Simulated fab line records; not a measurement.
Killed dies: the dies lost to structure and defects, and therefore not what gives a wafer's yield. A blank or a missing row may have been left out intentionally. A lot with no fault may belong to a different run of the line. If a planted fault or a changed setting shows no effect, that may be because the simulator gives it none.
Chamber matching ; flow nand-harc ; NHARC_A_BLC_ALD_23 on ald-metal-04: 4 sister chambers
The step deposits TiN, target thk 3 nm, pulse time 1 s, ald cycles 150. 14 wafers are shown with their chamber, then 7 later ones without.

== EACH WAFER AND ITS CHAMBER ==
wafer;chamber;heater-power-w (W);precursor-pulse-height-rel
L076.2;2;939;0.978
L076.3;0;1134;1.001
L076.5;1;1085;0.970
L078.1;2;947;1.019
L078.5;2;945;1.016
L078.6;3;1267;0.990
L081.1;1;1083;1.021
L081.3;0;1162;0.965
L081.6;3;1276;0.982
L088.1;2;906;1.037
L088.3;3;1255;1.000
L088.5;3;1246;0.997
L091.2;0;1205;0.992
L091.5;2;940;1.006

SIGNATURES (averages over the wafers above)
reading;chamber 0;chamber 1;chamber 2;chamber 3;scatter within a chamber
heater-power-w;1167.00;1084.00;935.40;1261.00;20.5
precursor-pulse-height-rel;0.98600;0.99550;1.01120;0.99225;0.0202
Rule: a wafer's distance from a chamber is the root of the sum, over the readings, of the square of ((its reading less the chamber's mean) divided by the reading's scatter). If the next closest chamber is less than 2 further off than the closest, the wafer can't be placed; otherwise it belongs to the closest. The scatter: take each reading less its chamber's mean, square it, sum over the shown wafers, divide by the number of wafers less the number of chambers, and take the root.

== WAFERS MISSING THEIR CHAMBER ==
wafer;heater-power-w (W);precursor-pulse-height-rel
L091.6;1143;0.988
L094.3;1107;0.998
L094.5;1102;1.022
L094.6;937;1.000
L096.2;1089;0.995
L096.5;1126;1.024
L096.6;928;1.011

== EACH ONE'S CHAMBER ==
wafer;from the rows above;in truth
L091.6;can't be placed: 0 or 1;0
L094.3;can't be placed: 1 or 0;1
L094.5;1;1
L094.6;2;2
L096.2;1;1
L096.5;can't be placed: 1 or 0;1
L096.6;2;2
4 of 7 placed correctly. These rows do not allow placing 3 (true chamber among the candidates in 3). Number placed wrongly: 0.
